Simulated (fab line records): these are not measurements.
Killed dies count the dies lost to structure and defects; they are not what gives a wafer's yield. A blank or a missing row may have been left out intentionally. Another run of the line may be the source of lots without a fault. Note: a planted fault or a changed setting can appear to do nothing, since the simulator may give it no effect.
The same fault as seen by 2 desks :: flow nand_harc :: every desk sees just its own numbers, and what lay behind them comes last

METROLOGY DESK
Means of the sampled wafers that have a number, per lot and without regard to the tool the lot ran on: this is what the gauges read. If a lot's mean is further than 4 standard deviations from the usual mean, the lot is out of limits and carries the mark OUT (the distance appears in the brackets).
Columns: A = cd_nm at NHARC_P_GATE_CD_MEAS_11, usual 1638.9 nm; B = overlay_x_nm at NHARC_P_GATE_OVL_MEAS_27, usual -0.3 nm; C = overlay_y_nm at NHARC_P_GATE_OVL_MEAS_27, usual 0.0 nm
lot: L251
first seen here: day 5 01:14
A: 1639.4
B: -0.4
C: 0.1

lot: L254
first seen here: day 6 01:15
A: 1638.0
B: 0.4
C: -0.8

lot: L255
first seen here: day 6 18:10
A: 1638.4
B: -1.2
C: -0.7

lot: L257
first seen here: day 7 12:00
A: 1638.4
B: 0.8
C: 1.5

lot: L259
first seen here: day 8 06:26
A: 1638.3
B: 0.3
C: -0.9

lot: L260
first seen here: day 8 06:36
A: 1640.1
B: -0.5
C: -1.7

lot: L261
first seen here: day 8 21:10
A: 1638.2
B: 0.1
C: 1.3

lot: L264
first seen here: day 10 10:20
A: 1639.6
B: 0.6
C: 0.0

lot: L265
first seen here: day 10 10:32
A: 1639.3
B: -0.1
C: -0.7

lot: L268
first seen here: day 11 19:09
A: 1639.0
B: -1.1
C: -0.1

lot: L270
first seen here: day 12 14:04
A: 1639.4
B: -0.3
C: -0.8

lot: L272
first seen here: day 13 08:59
A: 1639.1
B: -0.5
C: 0.4

lot: L273
first seen here: day 13 18:29
A: 1638.8
B: -0.7
C: -0.3
Finding of this desk: none of the 13 lots has anything out of limits.

AT THE TOOL OWNER'S DESK: rie_diel-07
The tool's own readings at NHARC_P_GATE_ETCH_104 (etches the open film in CF4/CHF3, target depth 60 nm): means of the sampled wafers that have a number, for each lot that ran on this tool. If a lot's mean is further than 4 standard deviations from the usual mean, the lot is out of limits and carries the mark OUT (the distance appears in the brackets).
Columns: A = drypump_motor_current_A at NHARC_P_GATE_ETCH_104, usual 5.8 A; B = oes_product_au at NHARC_P_GATE_ETCH_104, usual 0.950 a.u.; C = rf_vpp_V at NHARC_P_GATE_ETCH_104, usual 371.3 V; D = showerhead_plenum_p_Torr at NHARC_P_GATE_ETCH_104, usual 1.60 Torr; E = throttle_valve_pct at NHARC_P_GATE_ETCH_104, usual 16.802 %
lot: L257
first seen here: day 8 05:11
A: 5.8
B: 0.971
C: 371.5
D: 1.59
E: 16.804

lot: L259
first seen here: day 8 20:56
A: 5.9
B: 0.922
C: 370.9
D: 1.59
E: 16.798

lot: L261
first seen here: day 9 13:07
A: 6.4
B: 0.931
C: 370.5
D: 1.55
E: 16.796

lot: L265
first seen here: day 11 01:38
A: 6.4
B: 0.804 (-6.6) OUT
C: 369.5
D: 1.54
E: 16.803

lot: L268
first seen here: day 12 12:50
A: 6.3
B: 0.799 (-6.8) OUT
C: 370.5
D: 1.56
E: 16.796
This desk's verdict: out of limits on L265, L268, starting with L265 at day 11 01:38 (oes_product_au at NHARC_P_GATE_ETCH_104). Within limits: L257, L259, L261.

PUT TOGETHER
An alarm could have come from the tool owner's desk at day 11 01:38, on L265, L268.
The metrology desk saw nothing out of limits.
The metrology desk holds a record of L265, L268, inside its limits.
All the named lots went through NHARC_P_GATE_ETCH_104 on rie_diel-07.

WHAT THE SIMULATOR HAD INSERTED
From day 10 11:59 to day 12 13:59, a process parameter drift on rie_diel-07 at NHARC_P_GATE_ETCH_104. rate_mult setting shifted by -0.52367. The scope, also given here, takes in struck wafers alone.
Struck lots among those shown: L265, L268.
How many hours passed from the start of the fault until each desk's first out-of-limits reading: the tool owner's desk, 14.
